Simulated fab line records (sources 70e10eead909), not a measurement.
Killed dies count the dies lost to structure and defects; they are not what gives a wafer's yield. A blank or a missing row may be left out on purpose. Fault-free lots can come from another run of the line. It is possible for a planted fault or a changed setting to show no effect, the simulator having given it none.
A lot that was struck, set against a sound lot | flow nandHarc | 37 out of 1302 route steps
Sound: these wafers, L366.1, L366.2, L366.4. Wafers struck: L374.1, L374.4, L374.6. The cause comes at the end.
Per side, at each step with rows, come the tool, then ch with its chambers, and then its first start. Under that, the readings that differ: sound wafers | struck wafers | difference of the means | sigmas: that difference in standard deviations of wafers without a fault.
alike: same words and numbers on both sides, and readings whose means sit less than 2 such deviations apart. not compared: any withheld reading, any reading some wafer has no value for, any bound like >300 that may hide the same value, and any number with overlapping values for which the record gives no deviation.
Wherever a step has rows on one side only, a row that says differs or no value, or a row with sigmas, the two part there. Numbers that have no deviation but don't overlap get no sigmas and don't part them. A reading missing from all wafers of one side parts the sides only when that side holds two or more wafers.

first, 7 steps without rows for these wafers: NHARC_A_CHANNEL_HOLE_D2_COAT_37 (time 65 s); NHARC_A_CHANNEL_HOLE_D2_COAT_04 (resist thk 90 nm); NHARC_A_CHANNEL_HOLE_D2_SOFTBAKE_05 (time 55 s); NHARC_A_CHANNEL_HOLE_D2_EBR_06; NHARC_A_CHANNEL_HOLE_D2_EXPOSE_07 (exposes mask HOLE D2, target cd 100 nm); NHARC_A_CHANNEL_HOLE_D2_PEB_08 (peb time 65 s); NHARC_A_CHANNEL_HOLE_D2_DEVELOP_09 (develop time 35 s).
NHARC_A_CHANNEL_HOLE_D2_CD_MEAS_10 targets a cd of 100 nm.
  sound on cdSem-03 ch 0, day 16 16:40; struck on cdSem-03 ch 0, day 19 09:28
  alike: cdNm
NHARC_A_CHANNEL_HOLE_D2_OVL_MEAS_11:
  sound on overlay-01 at day 16 16:44; struck on overlay-01 at day 19 09:33
  alike: overlayXNm, overlayYNm
NHARC_A_CHANNEL_HOLE_D2_INSPECT_12:
  sound on defectInspect-02 at day 16 16:47; struck on defectInspect-02 at day 19 09:35
  alike: rawDefectCount
then, 1 step without rows for these wafers: NHARC_A_CHANNEL_HOLE_D2_DESCUM_15 (chemistry O2, time 3 s).
NHARC_A_CHANNEL_HOLE_D2_ETCH_38: etches the open film in CF4, target depth 39 nm, time 65 s.
  sound on rieDiel-13 ch 1,2, day 16 16:56; struck on rieDiel-13 ch 0,2, day 19 09:44
  alike: drypumpMotorCurrentA, oesProductAu, rfVppV, showerheadPlenumPTorr, throttleValvePct
  not compared: rfHoursCounterH
NHARC_A_CHANNEL_HOLE_D2_ETCH_39: etches the open film in N2/H2, target depth 260 nm, time 325 s.
  sound on rieDiel-13 ch 0,2,3, day 16 17:03; struck on rieDiel-13 ch 0,2,3, day 19 09:50
  alike: drypumpMotorCurrentA, oesProductAu, rfVppV, showerheadPlenumPTorr, throttleValvePct
  not compared: rfHoursCounterH
then, 2 steps without rows for these wafers: NHARC_A_CHANNEL_HOLE_D2_ETCH_34 (etches the open film in CF4/CHF3, target depth 154 nm, time 77 s); NHARC_A_CHANNEL_HOLE_D2_ETCH_16 (etches the open film in O2/COS, target depth 3100 nm, time 806 s).
NHARC_A_CHANNEL_HOLE_D2_CD_MEAS_18:
  sound on cdSem-02 at day 16 17:58; struck on cdSem-02 at day 19 10:45
  alike: cdNm
then, 3 steps without rows for these wafers: NHARC_A_CHANNEL_HOLE_D2_ETCH_19 (etches the open film in C4F8/O2/Ar, time 34.5 s); NHARC_A_CHANNEL_HOLE_D2_ETCH_20 (etches the open film in C4F8/O2/Ar, time 361.9 s, target depth 1600 nm); NHARC_A_CHANNEL_HOLE_D2_ETCH_21 (etches the open film in C4F8/O2/Ar, time 514.3 s, target depth 1600 nm).
NHARC_A_CHANNEL_HOLE_D2_ETCH_22: etches the open film in C4F8/O2/Ar, time 666.7 s, target depth 1600 nm.
  sound on harEtch-01 ch 0,1, day 16 22:43; struck on harEtch-01 ch 0,1, day 19 13:37
  alike: drypumpMotorCurrentA, showerheadPlenumPTorr, throttleValvePct
  not compared: rfHoursCounterH
then, 1 step without rows for these wafers: NHARC_A_CHANNEL_HOLE_D2_ETCH_23 (etches the open film in C4F8/O2/Ar, time 819 s, target depth 1600 nm).
NHARC_A_CHANNEL_HOLE_D2_ETCH_24: etches the open film in C4F8/O2/Ar, time 906.2 s, target depth 1500 nm.
  sound on harEtch-01 ch 0,1, day 16 23:59; struck on harEtch-01 ch 0,1, day 19 14:54
  alike: drypumpMotorCurrentA, showerheadPlenumPTorr, throttleValvePct
  not compared: rfHoursCounterH
then, 2 steps without rows for these wafers: NHARC_A_CHANNEL_HOLE_D2_ETCH_25 (etches the open film in C4F8/O2/Ar, time 1040.2 s, target depth 1500 nm); NHARC_A_CHANNEL_HOLE_D2_ETCH_26 (etches the open film in C4F8/O2/Ar, time 224.1 s, target depth 300 nm).
NHARC_A_CHANNEL_HOLE_D2_ETCH_27: etches the open film in C4F8/O2/Ar, time 90 s, target depth 400 nm.
  sound on harEtch-01 ch 0,1, day 17 01:50; struck on harEtch-01 ch 0,1, day 19 16:39
  alike: drypumpMotorCurrentA, showerheadPlenumPTorr, throttleValvePct
  not compared: rfHoursCounterH
then, 4 steps without rows for these wafers: NHARC_A_CHANNEL_HOLE_D2_STRIP_41 (strips in N2/H2); NHARC_A_CHANNEL_HOLE_D2_STRIP_42 (strips in CF4/CHF3); NHARC_A_CHANNEL_HOLE_D2_STRIP_43 (strips in O2/COS); NHARC_A_CHANNEL_HOLE_D2_ETCH_44 (etches the open film in CF4/O2, target depth 140 nm, overetch 14 nm, time 77 s).
NHARC_A_CHANNEL_HOLE_D2_STRIP_28: strips in O2.
  sound: rieDiel-13 ch 1,2,3; struck: rieDiel-04 ch 2,3
  alike: drypumpMotorCurrentA, oesProductAu, rfVppV, showerheadPlenumPTorr, throttleValvePct
  not compared: rfHoursCounterH
then, 2 steps without rows for these wafers: NHARC_A_CHANNEL_HOLE_D2_PRECLEAN_29 (cleans in SC1); NHARC_A_CHANNEL_HOLE_D2_SRD_30.
NHARC_A_CHANNEL_HOLE_D2_CD_MEAS_31:
  sound on cdSem-02 at day 17 03:23; struck on cdSem-03 at day 19 18:10
  alike: cdNm
next, for these wafers, 1 step has no rows: NHARC_A_CHANNEL_HOLE_D2_XSEM_32.
NHARC_A_CHANNEL_HOLE_D2_INSPECT_40:
  sound on defectInspect-02 at day 17 03:34; struck on defectInspect-02 at day 19 18:21
reading        | sound       | struck        | difference | sigmas
rawDefectCount | 263 221 202 | 1073 906 1035 | +776       | +10
then, 1 step without rows for these wafers: NHARC_A_CHANNEL_FILL_D2_PRECLEAN_00 (cleans in SC1).
-- record jumps: 10 days between struck wafers' starts before vs after; left off in module A_CHANNEL_FILL_D2, resumes in module END, first step shown is number 1302 of the route --
NHARC_END_SORT_01:
  only the struck wafers appear in the record here, on prober-01 ch 0 at day 30 05:01; the sound ones have no rows

WHERE THEY PART
Last at NHARC_END_SORT_01 as far as this record goes, first at NHARC_A_CHANNEL_HOLE_D2_INSPECT_40.

WHY: what had been put in by the simulator
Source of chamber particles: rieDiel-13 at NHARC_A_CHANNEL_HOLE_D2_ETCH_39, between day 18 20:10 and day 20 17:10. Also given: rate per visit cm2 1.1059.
